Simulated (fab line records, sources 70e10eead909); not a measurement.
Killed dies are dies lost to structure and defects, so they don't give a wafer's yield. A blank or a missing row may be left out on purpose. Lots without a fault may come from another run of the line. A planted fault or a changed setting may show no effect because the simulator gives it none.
Chamber matching | flow nand_harc | NHARC_P_GATE_DESCUM_31 on rie_diel-08: 4 sister chambers
The step chemistry O2, time 3 s. 14 wafers are shown with their chamber, then 7 later ones without.

WAFERS WITH THEIR CHAMBER
wafer  | chamber | drypump_motor_current_A (A) | oes_product_au (a.u.) | throttle_valve_pct (%)
L800.2 | 1       | 5.2                         | 1.009                 | 11.304
L800.4 | 3       | 6.5                         | 1.008                 | 11.300
L800.5 | 1       | 5.2                         | 1.009                 | 11.313
L801.1 | 3       | 6.5                         | 1.000                 | 11.310
L801.2 | 2       | 5.0                         | 1.015                 | 11.320
L801.4 | 0       | 5.3                         | 1.014                 | 11.317
L802.3 | 1       | 5.2                         | 1.017                 | 11.310
L802.4 | 0       | 5.4                         | 1.002                 | 11.308
L802.5 | 1       | 5.2                         | 1.015                 | 11.302
L807.1 | 1       | 5.2                         | 1.023                 | 11.296
L807.2 | 3       | 6.5                         | 0.999                 | 11.306
L807.4 | 2       | 4.9                         | 1.015                 | 11.314
L815.1 | 3       | 6.5                         | 1.002                 | 11.298
L815.3 | 0       | 5.3                         | 1.015                 | 11.311

SIGNATURES (means of the wafers above)
reading                 | chamber 0 | chamber 1 | chamber 2 | chamber 3 | scatter within a chamber
drypump_motor_current_A | 5.333     | 5.200     | 4.950     | 6.500     | 0.0342
oes_product_au          | 1.01033   | 1.01460   | 1.01500   | 1.00225   | 0.00541
throttle_valve_pct      | 11.31200  | 11.30500  | 11.31700  | 11.30350  | 0.00575
Rule: a wafer's distance from a chamber is the root of the sum, over the readings, of the square of ((its reading less the chamber's mean) divided by the reading's scatter). The wafer belongs to the nearest chamber; if the next one is less than 2 further off, it can't be placed. The scatter: the root of (the sum of the squares of (reading less its chamber's mean) over the shown wafers, divided by (wafers less chambers)).

WAFERS WITHOUT THEIR CHAMBER
wafer  | drypump_motor_current_A (A) | oes_product_au (a.u.) | throttle_valve_pct (%)
L815.4 | 5.1                         | 1.006                 | 11.310
L820.3 | 5.2                         | 1.000                 | 11.311
L820.5 | 5.2                         | 0.998                 | 11.310
L820.6 | 5.3                         | 1.006                 | 11.318
L822.3 | 5.2                         | 1.005                 | 11.307
L822.4 | 5.3                         | 1.020                 | 11.304
L822.6 | 5.0                         | 1.003                 | 11.324

WHICH CHAMBER EACH WENT THROUGH
wafer  | from the rows above     | in truth
L815.4 | can't be placed: 1 or 2 | 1
L820.3 | can't be placed: 1 or 0 | 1
L820.5 | can't be placed: 1 or 0 | 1
L820.6 | 0                       | 0
L822.3 | 1                       | 1
L822.4 | can't be placed: 0 or 1 | 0
L822.6 | 2                       | 2
Placed correctly: 3 of 7. Can't be placed from these rows: 4 (the true chamber is among the candidates in 4). Placed wrongly: 0.
